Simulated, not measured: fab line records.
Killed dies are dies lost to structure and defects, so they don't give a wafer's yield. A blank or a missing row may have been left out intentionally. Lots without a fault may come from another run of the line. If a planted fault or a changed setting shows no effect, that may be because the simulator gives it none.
The tool behind it: which one? + flow n5Finfet + Sampling: 24 lots, 72 wafers, 6 of 1938 route steps

WHAT THE GAUGES SHOWED, per wafer
N5_BEOL_M11_OVL_MEAS_29.
| lot  | measured     | on         | V10_OVL (nm)   |
|------|--------------|------------|----------------|
| L074 | day 9 18:47  | overlay-01 | -0.2 -0.4 -0.6 |
| L075 | day 10 11:14 | overlay-01 | 0.8 0.2 0.6    |
| L077 | day 10 16:28 | overlay-02 | -1.2 0.4 0.2   |
| L076 | day 10 19:56 | overlay-01 | -0.2 -0.1 0.0  |
| L078 | day 11 03:29 | overlay-02 | -0.5 -0.3 -0.5 |
| L080 | day 11 14:10 | overlay-02 | 0.1 -0.1 -0.1  |
| L079 | day 11 14:20 | overlay-02 | 0.8 0.3 -1.1   |
| L081 | day 11 17:52 | overlay-02 | 0.5 0.6 0.0    |
| L082 | day 12 08:47 | overlay-01 | 0.7 0.5 -0.3   |
| L083 | day 12 10:54 | overlay-01 | -0.4 2.4 0.8   |
| L084 | day 12 14:55 | overlay-01 | 0.5 0.4 -0.7   |
| L085 | day 12 20:55 | overlay-02 | 0.4 0.1 0.7    |
| L086 | day 13 18:26 | overlay-01 | 0.1 1.0 -0.1   |
| L087 | day 13 18:37 | overlay-01 | 1.1 0.2 0.4    |
| L088 | day 14 00:44 | overlay-02 | -0.9 0.1 -0.2  |
| L089 | day 14 02:23 | overlay-02 | 0.3 0.6 1.8    |
| L090 | day 14 07:31 | overlay-02 | -0.4 0.1 0.5   |
| L092 | day 15 00:15 | overlay-02 | 0.4 0.1 0.3    |
| L094 | day 15 00:05 | overlay-01 | -0.7 -1.1 -0.6 |
| L093 | day 15 03:00 | overlay-02 | -0.2 -0.5 -0.5 |
| L091 | day 15 09:31 | overlay-02 | 0.1 0.4 1.4    |
| L095 | day 15 23:34 | overlay-02 | 0.5 0.6 0.4    |
| L096 | day 16 09:47 | overlay-02 | 0.6 -0.1 1.3   |
| L097 | day 16 13:56 | overlay-02 | 0.5 1.6 1.2    |

N5_BEOL_M12_CD_MEAS_17: the cd target is 140 nm.
| lot  | measured     | on       | cdNm (nm)         |
|------|--------------|----------|-------------------|
| L074 | day 9 23:05  | cdSem-02 | 139.1 141.0 140.9 |
| L075 | day 10 17:38 | cdSem-02 | 138.8 140.7 139.3 |
| L077 | day 10 21:59 | cdSem-02 | 139.0 140.3 141.3 |
| L076 | day 11 00:04 | cdSem-03 | 138.7 140.3 139.9 |
| L078 | day 11 08:35 | cdSem-02 | 137.7 139.5 138.1 |
| L080 | day 11 20:22 | cdSem-01 | 145.4 142.5 142.9 |
| L079 | day 11 20:39 | cdSem-03 | 138.8 134.5 136.0 |
| L081 | day 11 22:47 | cdSem-01 | 141.4 139.3 138.2 |
| L082 | day 12 14:25 | cdSem-02 | 142.1 141.1 140.1 |
| L083 | day 12 15:54 | cdSem-02 | 141.1 138.7 137.3 |
| L084 | day 12 19:01 | cdSem-01 | 140.1 139.8 138.3 |
| L085 | day 13 00:54 | cdSem-03 | 137.4 138.7 136.8 |
| L086 | day 13 22:46 | cdSem-03 | 140.8 143.8 143.9 |
| L087 | day 13 23:09 | cdSem-03 | 141.2 135.9 140.7 |
| L088 | day 14 06:43 | cdSem-03 | 139.8 140.7 138.1 |
| L089 | day 14 07:46 | cdSem-01 | 137.7 138.5 141.1 |
| L090 | day 14 12:17 | cdSem-02 | 140.9 138.7 138.7 |
| L092 | day 15 04:48 | cdSem-03 | 136.6 136.8 137.3 |
| L094 | day 15 04:34 | cdSem-02 | 145.1 140.5 145.6 |
| L093 | day 15 07:50 | cdSem-01 | 137.1 138.6 139.0 |
| L091 | day 15 13:57 | cdSem-01 | 138.9 138.8 137.0 |
| L095 | day 16 03:50 | cdSem-02 | 138.9 139.3 142.3 |
| L096 | day 16 14:19 | cdSem-03 | 136.8 138.7 138.7 |
| L097 | day 16 18:11 | cdSem-01 | 144.1 141.7 140.6 |

N5_BEOL_M12_INSPECT_30: inspects for defects (macro).
| lot  | measured     | on               | rawDefectCount |
|------|--------------|------------------|----------------|
| L074 | day 9 23:28  | defectInspect-02 | 5 3 1          |
| L075 | day 10 18:01 | defectInspect-01 | 1 4 0          |
| L077 | day 10 22:22 | defectInspect-02 | 1 3 0          |
| L076 | day 11 00:27 | defectInspect-01 | 0 2 2          |
| L078 | day 11 08:58 | defectInspect-01 | 0 3 2          |
| L080 | day 11 20:45 | defectInspect-01 | 2 0 1          |
| L079 | day 11 21:09 | defectInspect-02 | 2 3 0          |
| L081 | day 11 23:10 | defectInspect-02 | 3 1 5          |
| L082 | day 12 14:55 | defectInspect-01 | 4 3 0          |
| L083 | day 12 16:24 | defectInspect-02 | 3 1 1          |
| L084 | day 12 19:31 | defectInspect-02 | 1 0 2          |
| L085 | day 13 01:17 | defectInspect-02 | 1 1 1          |
| L086 | day 13 23:16 | defectInspect-01 | 4 1 1          |
| L087 | day 13 23:40 | defectInspect-02 | 3 2 0          |
| L088 | day 14 07:13 | defectInspect-01 | 3 4 0          |
| L089 | day 14 08:08 | defectInspect-01 | 1 3 0          |
| L090 | day 14 12:47 | defectInspect-01 | 3 2 3          |
| L092 | day 15 05:19 | defectInspect-01 | 0 1 2          |
| L094 | day 15 04:56 | defectInspect-01 | 1 0 3          |
| L093 | day 15 08:13 | defectInspect-02 | 1 2 0          |
| L091 | day 15 14:20 | defectInspect-01 | 3 1 2          |
| L095 | day 16 04:13 | defectInspect-02 | 2 2 3          |
| L096 | day 16 14:49 | defectInspect-02 | 0 0 1          |
| L097 | day 16 18:34 | defectInspect-02 | 3 3 4          |

WHICH TOOL RAN EACH LOT (tool, then ch and the chambers of the sampled wafers, then the start)
| lot  | N5_BEOL_M11_STRIP_67              | N5_BEOL_M11_SPUTTER_48      | N5_BEOL_M12_VIA_ETCH_16           |
|------|-----------------------------------|-----------------------------|-----------------------------------|
| L074 | rieDiel-03 ch 1,2,3, day 9 18:07  | pvdSputter-02, day 9 20:41  | rieDiel-06 ch 1,2,3, day 9 22:40  |
| L075 | rieDiel-03 ch 1,2,3, day 10 10:38 | pvdSputter-01, day 10 15:34 | rieDiel-01 ch 0,1,2, day 10 17:14 |
| L077 | rieDiel-04 ch 0,2,3, day 10 15:39 | pvdSputter-03, day 10 19:58 | rieDiel-06 ch 0,1,3, day 10 21:34 |
| L076 | rieDiel-04 ch 1,2,3, day 10 17:56 | pvdSputter-03, day 10 21:52 | rieDiel-02 ch 0,1,2, day 10 23:40 |
| L078 | rieDiel-05 ch 0,2, day 11 02:49   | pvdSputter-03, day 11 05:53 | rieDiel-06 ch 0,2,3, day 11 08:10 |
| L080 | rieDiel-03 ch 0,3, day 11 11:47   | pvdSputter-03, day 11 18:20 | rieDiel-02 ch 0,3, day 11 19:58   |
| L079 | rieDiel-04 ch 0,2, day 11 12:50   | pvdSputter-03, day 11 18:25 | rieDiel-06 ch 0,3, day 11 20:14   |
| L081 | rieDiel-05 ch 0,1,3, day 11 15:53 | pvdSputter-03, day 11 20:29 | rieDiel-06 ch 0,1,3, day 11 22:22 |
| L082 | rieDiel-04 ch 0,2, day 12 08:02   | pvdSputter-03, day 12 11:55 | rieDiel-02 ch 0,3, day 12 13:55   |
| L083 | rieDiel-03 ch 0,1,3, day 12 09:52 | pvdSputter-03, day 12 13:09 | rieDiel-06 ch 0,1,2, day 12 15:29 |
| L084 | rieDiel-04 ch 0,2,3, day 12 13:01 | pvdSputter-03, day 12 16:49 | rieDiel-01 ch 0,2,3, day 12 18:36 |
| L085 | rieDiel-04 ch 0,1, day 12 20:04   | pvdSputter-03, day 12 22:38 | rieDiel-01 ch 0,1,3, day 13 00:29 |
| L086 | rieDiel-05 ch 0,2,3, day 13 17:39 | pvdSputter-02, day 13 20:33 | rieDiel-06 ch 0,1,3, day 13 22:20 |
| L087 | rieDiel-05 ch 0,1, day 13 17:54   | pvdSputter-03, day 13 20:40 | rieDiel-01 ch 0,1,3, day 13 22:44 |
| L088 | rieDiel-04 ch 1,2, day 13 23:32   | pvdSputter-02, day 14 04:33 | rieDiel-01 ch 2,3, day 14 06:19   |
| L089 | rieDiel-05 ch 1,2,3, day 14 01:36 | pvdSputter-01, day 14 05:29 | rieDiel-02 ch 0,1,3, day 14 07:26 |
| L090 | rieDiel-05 ch 0,1, day 14 06:02   | pvdSputter-03, day 14 09:38 | rieDiel-01 ch 0,2,3, day 14 11:52 |
| L092 | rieDiel-03 ch 1,2, day 14 20:42   | pvdSputter-03, day 15 02:39 | rieDiel-06 ch 2,3, day 15 04:24   |
| L094 | rieDiel-05 ch 0,1, day 14 20:52   | pvdSputter-03, day 15 02:19 | rieDiel-02 ch 1,2, day 15 04:10   |
| L093 | rieDiel-03 ch 0,3, day 15 01:37   | pvdSputter-03, day 15 05:17 | rieDiel-01 ch 0,3, day 15 07:25   |
| L091 | rieDiel-03 ch 0,3, day 15 08:25   | pvdSputter-03, day 15 11:55 | rieDiel-01 ch 1,3, day 15 13:32   |
| L095 | rieDiel-04 ch 0,1, day 15 21:57   | pvdSputter-01, day 16 01:33 | rieDiel-01 ch 0,1,3, day 16 03:26 |
| L096 | rieDiel-03 ch 1,3, day 16 07:55   | pvdSputter-02, day 16 12:06 | rieDiel-01 ch 0,2,3, day 16 13:55 |
| L097 | rieDiel-04 ch 2,3, day 16 11:50   | pvdSputter-02, day 16 15:53 | rieDiel-02 ch 0,3, day 16 17:47   |
- N5_BEOL_M11_STRIP_67: strips in CF4.
- N5_BEOL_M11_SPUTTER_48: material Cu, target thk 12 nm, time 2 s.
- N5_BEOL_M12_VIA_ETCH_16: etches SiOC in C4F8/O2/Ar, target depth 724.8 nm.

WHAT THE TOOLS THEMSELVES READ (means of the sampled wafers that have a number; where no wafer has one, the mark that the record gives instead)
N5_BEOL_M11_STRIP_67.
| lot  | tool       | drypumpMotorCurrentA (A) | oesProductAu (a.u.) | rfVppV (V) | showerheadPlenumPTorr (Torr) | throttleValvePct (%) |
|------|------------|--------------------------|---------------------|------------|------------------------------|----------------------|
| L074 | rieDiel-03 | 5.6                      | 0.84                | 272.8      | 1.83                         | 13.5                 |
| L075 | rieDiel-03 | 5.6                      | 0.83                | 273.1      | 1.83                         | 13.5                 |
| L077 | rieDiel-04 | 5.8                      | 0.72                | 270.5      | 1.74                         | 13.8                 |
| L076 | rieDiel-04 | 5.8                      | 0.72                | 270.0      | 1.75                         | 13.8                 |
| L078 | rieDiel-05 | 5.6                      | 0.79                | 272.2      | 1.82                         | 13.3                 |
| L080 | rieDiel-03 | 5.5                      | 0.91                | 269.7      | 1.76                         | 13.4                 |
| L079 | rieDiel-04 | 5.9                      | 0.69                | 269.8      | 1.75                         | 13.9                 |
| L081 | rieDiel-05 | 5.4                      | 0.91                | 272.2      | 1.82                         | 13.0                 |
| L082 | rieDiel-04 | 5.9                      | 0.68                | 270.2      | 1.75                         | 13.9                 |
| L083 | rieDiel-03 | 5.4                      | 0.87                | 271.3      | 1.81                         | 13.5                 |
| L084 | rieDiel-04 | 5.8                      | 0.71                | 269.7      | 1.74                         | 13.8                 |
| L085 | rieDiel-04 | 5.1                      | 0.69                | 268.6      | 1.70                         | 13.6                 |
| L086 | rieDiel-05 | 5.4                      | 0.90                | 271.1      | 1.80                         | 13.0                 |
| L087 | rieDiel-05 | 5.6                      | 0.87                | 272.6      | 1.83                         | 13.1                 |
| L088 | rieDiel-04 | 5.4                      | 0.80                | 269.9      | 1.73                         | 13.6                 |
| L089 | rieDiel-05 | 5.5                      | 0.92                | 271.8      | 1.82                         | 13.0                 |
| L090 | rieDiel-05 | 5.7                      | 0.89                | 272.9      | 1.86                         | 13.0                 |
| L092 | rieDiel-03 | 6.0                      | 0.76                | 273.2      | 1.85                         | 13.7                 |
| L094 | rieDiel-05 | 5.7                      | 0.88                | 272.4      | 1.86                         | 13.1                 |
| L093 | rieDiel-03 | 5.5                      | 0.87                | 270.5      | 1.76                         | 13.5                 |
| L091 | rieDiel-03 | 5.5                      | 0.87                | 268.8      | 1.76                         | 13.4                 |
| L095 | rieDiel-04 | 5.1                      | 0.87                | 272.0      | 1.83                         | 13.3                 |
| L096 | rieDiel-03 | 5.1                      | 0.82                | 272.4      | 1.84                         | 13.7                 |
| L097 | rieDiel-04 | 6.2                      | 0.79                | 270.4      | 1.74                         | 13.7                 |

N5_BEOL_M11_SPUTTER_48.
| lot  | tool          | chuckSensorTempC (C) | throttleValvePct (%) |
|------|---------------|----------------------|----------------------|
| L074 | pvdSputter-02 | -15.9                | 29.2                 |
| L075 | pvdSputter-01 | -16.1                | 28.5                 |
| L077 | pvdSputter-03 | -15.8                | 30.7                 |
| L076 | pvdSputter-03 | -15.9                | 30.1                 |
| L078 | pvdSputter-03 | -15.9                | 30.1                 |
| L080 | pvdSputter-03 | -15.8                | 29.4                 |
| L079 | pvdSputter-03 | -15.8                | 30.6                 |
| L081 | pvdSputter-03 | -16.0                | 30.2                 |
| L082 | pvdSputter-03 | -15.9                | 29.9                 |
| L083 | pvdSputter-03 | -15.6                | 30.8                 |
| L084 | pvdSputter-03 | -15.9                | 30.3                 |
| L085 | pvdSputter-03 | -15.7                | 30.8                 |
| L086 | pvdSputter-02 | -15.7                | 29.4                 |
| L087 | pvdSputter-03 | -15.5                | 31.5                 |
| L088 | pvdSputter-02 | -15.8                | 29.4                 |
| L089 | pvdSputter-01 | -16.1                | 28.5                 |
| L090 | pvdSputter-03 | -15.5                | 30.8                 |
| L092 | pvdSputter-03 | -15.9                | 30.7                 |
| L094 | pvdSputter-03 | -15.9                | 30.1                 |
| L093 | pvdSputter-03 | -15.6                | 29.8                 |
| L091 | pvdSputter-03 | -15.7                | 30.8                 |
| L095 | pvdSputter-01 | -15.8                | 28.5                 |
| L096 | pvdSputter-02 | -15.7                | 29.3                 |
| L097 | pvdSputter-02 | -15.8                | 29.7                 |

N5_BEOL_M12_VIA_ETCH_16.
| lot  | tool       | biasW (W) | drypumpMotorCurrentA (A) | heInnerTorr (Torr) | oesProductAu (a.u.) | rfVppV (V) | showerheadPlenumPTorr (Torr) | throttleValvePct (%) |
|------|------------|-----------|--------------------------|--------------------|---------------------|------------|------------------------------|----------------------|
| L074 | rieDiel-06 | 697.5     | 5.8                      | 14.97              | 0.76                | 666        | 3.49                         | 24.21                |
| L075 | rieDiel-01 | 697.7     | 5.9                      | 14.95              | 0.68                | 663        | 3.32                         | 24.23                |
| L077 | rieDiel-06 | 698.6     | 5.7                      | 15.02              | 0.75                | 668        | 3.48                         | 24.16                |
| L076 | rieDiel-02 | 697.4     | 5.7                      | 14.98              | 0.73                | 668        | 3.49                         | 23.95                |
| L078 | rieDiel-06 | 700.5     | 5.3                      | 14.99              | 0.77                | 671        | 3.59                         | 24.20                |
| L080 | rieDiel-02 | 701.3     | 5.5                      | 15.00              | 0.72                | 666        | 3.41                         | 24.08                |
| L079 | rieDiel-06 | 701.0     | 5.2                      | 15.02              | 0.76                | 671        | 3.59                         | 24.14                |
| L081 | rieDiel-06 | 700.7     | 5.7                      | 15.01              | 0.73                | 668        | 3.48                         | 24.18                |
| L082 | rieDiel-02 | 699.5     | 5.1                      | 14.99              | 0.71                | 664        | 3.34                         | 24.17                |
| L083 | rieDiel-06 | 699.5     | 5.8                      | 15.02              | 0.74                | 668        | 3.49                         | 24.25                |
| L084 | rieDiel-01 | 700.7     | 6.1                      | 15.01              | 0.78                | 666        | 3.42                         | 24.10                |
| L085 | rieDiel-01 | 701.5     | 5.7                      | 15.02              | 0.82                | 666        | 3.43                         | 24.12                |
| L086 | rieDiel-06 | 699.6     | 5.7                      | 14.98              | 0.72                | 668        | 3.47                         | 24.19                |
| L087 | rieDiel-01 | 699.3     | 5.7                      | 15.01              | 0.80                | 666        | 3.43                         | 24.13                |
| L088 | rieDiel-01 | 700.3     | 5.9                      | 15.05              | 0.73                | 663        | 3.31                         | 24.15                |
| L089 | rieDiel-02 | 700.9     | 5.4                      | 15.02              | 0.70                | 666        | 3.38                         | 24.07                |
| L090 | rieDiel-01 | 697.8     | 6.1                      | 14.98              | 0.76                | 667        | 3.42                         | 24.13                |
| L092 | rieDiel-06 | 700.5     | 5.4                      | 15.00              | 0.73                | 669        | 3.58                         | 24.31                |
| L094 | rieDiel-02 | 700.7     | 5.7                      | 15.00              | 0.70                | 668        | 3.46                         | 23.93                |
| L093 | rieDiel-01 | 700.8     | 6.0                      | 14.97              | 0.77                | 668        | 3.52                         | 24.18                |
| L091 | rieDiel-01 | 701.7     | 5.6                      | 14.98              | 0.74                | 663        | 3.31                         | 24.18                |
| L095 | rieDiel-01 | 698.6     | 5.7                      | 14.99              | 0.77                | 665        | 3.42                         | 24.14                |
| L096 | rieDiel-01 | 700.9     | 6.1                      | 14.99              | 0.74                | 665        | 3.41                         | 24.15                |
| L097 | rieDiel-02 | 697.9     | 5.1                      | 14.98              | 0.68                | 663        | 3.33                         | 24.22                |

THE ANSWER, worked out from the rows above alone
Rule: the usual values come from the lots themselves. The widest of any qualifying gaps counts: lots, ordered by their means at a reading, are off when they make up no more than a third of the lots, leave a main group of 4 or more, and stand apart from it by 3 or more times the standard deviation of that group's means. If all means in a main group match to the digits the tables above print for the reading, that group is not used. Also off: a lot with no number at a reading for which 4 or more lots have one. Any other lot the step has rows for is counted as sound. The gauges are gone through in route order, then the tools' own readings, and for those a lot's mean is taken as printed above. The first step at which some lot is off is used, and at that step the reading that is off furthest; a lot without a number counts as furthest.
No lot is off on any of the readings shown, so nothing can be concluded from this.

WHAT THE SIMULATOR PUT IN
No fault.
